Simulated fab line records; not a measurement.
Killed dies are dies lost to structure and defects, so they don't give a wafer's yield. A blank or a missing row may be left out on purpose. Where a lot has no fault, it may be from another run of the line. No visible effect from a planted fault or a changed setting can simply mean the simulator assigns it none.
Chamber matching | flow n5-finfet | N5_BEOL_M11_CURE_72 on uv-cure-02: 3 sister chambers
The step cures SiCOH lowk, time 120 s. 3 wafers are shown with their chamber, then 9 later ones without.

== WAFERS, EACH WITH ITS CHAMBER ==
wafer  | chamber | wafer_temp_C_max
L080.6 | 1       | 371.0
L088.5 | 2       | 372.7
L089.5 | 0       | 372.1

== WAFERS MISSING THEIR CHAMBER ==
wafer  | wafer_temp_C_max
L091.1 | 372.1
L091.2 | 372.4
L091.3 | 372.3
L094.1 | 371.0
L094.5 | 370.7
L094.6 | 370.9
L095.2 | 371.0
L095.3 | 371.3
L095.4 | 371.2

== THE CHAMBER EACH PASSED THROUGH ==
wafer  | from the rows above     | in truth
L091.1 | 0                       | 0
L091.2 | can't be placed: 0 or 2 | 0
L091.3 | can't be placed: 0 or 2 | 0
L094.1 | 1                       | 1
L094.5 | 1                       | 1
L094.6 | 1                       | 1
L095.2 | 1                       | 1
L095.3 | 1                       | 1
L095.4 | 1                       | 1
Correctly placed: 7 of 9. Unplaceable from these rows: 2, with the true chamber sitting among the candidates in 2. Wrongly placed: 0.
How it was worked out, from the rows above alone: a wafer's distance from a chamber is the root of the sum, over the readings, of the square of ((its reading less the chamber's mean) divided by the reading's scatter). The wafer belongs to the nearest chamber; if the next one is less than 2 further off, it can't be placed. For every chamber, the mean is computed from those of its wafers that are shown. The scatter: root of mean squared gap, hidden wafer to nearest shown wafer, with one shown wafer a chamber.
